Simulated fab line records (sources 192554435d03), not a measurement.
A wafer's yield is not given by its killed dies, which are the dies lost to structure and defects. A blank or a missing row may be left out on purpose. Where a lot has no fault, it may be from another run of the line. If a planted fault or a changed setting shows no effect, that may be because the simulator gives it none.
Chamber matching -- flow n5Finfet -- rieDiel-04 running N5_STI_FIN_REVEAL_STRIP_24: 4 sister chambers
The step strips in N2/H2, time 90 s. 4 wafers are shown with their chamber, then 7 later ones without.

## WAFERS WITH THEIR CHAMBER
wafer,chamber,showerheadPlenumPTorr (Torr)
L074.5,1,3.40
L085.2,0,3.48
L087.2,2,3.32
L087.4,3,3.20

## WAFERS WITHOUT THEIR CHAMBER
wafer,showerheadPlenumPTorr (Torr)
L087.6,3.38
L090.2,3.38
L090.3,3.31
L090.4,3.38
L097.2,3.47
L097.3,3.19
L097.5,3.47

## CHAMBER TAKEN BY EACH
wafer,from the rows above,in truth
L087.6,1,1
L090.2,1,1
L090.3,2,2
L090.4,1,1
L097.2,0,0
L097.3,3,3
L097.5,0,0
Placed correctly: 7 of 7. Can't be placed from these rows: 0. Wrongly placed: 0.
How it was worked out, from the rows above alone: a wafer's distance from a chamber is the root of the sum, over the readings, of the square of ((its reading less the chamber's mean) divided by the reading's scatter). If the next closest chamber is less than 2 further off than the closest, the wafer can't be placed; otherwise it belongs to the closest. For every chamber, the mean is computed from those of its wafers that are shown. The scatter (one wafer shown for each chamber): square how far every hidden wafer sits from the nearest shown wafer, average those squares and take the square root.
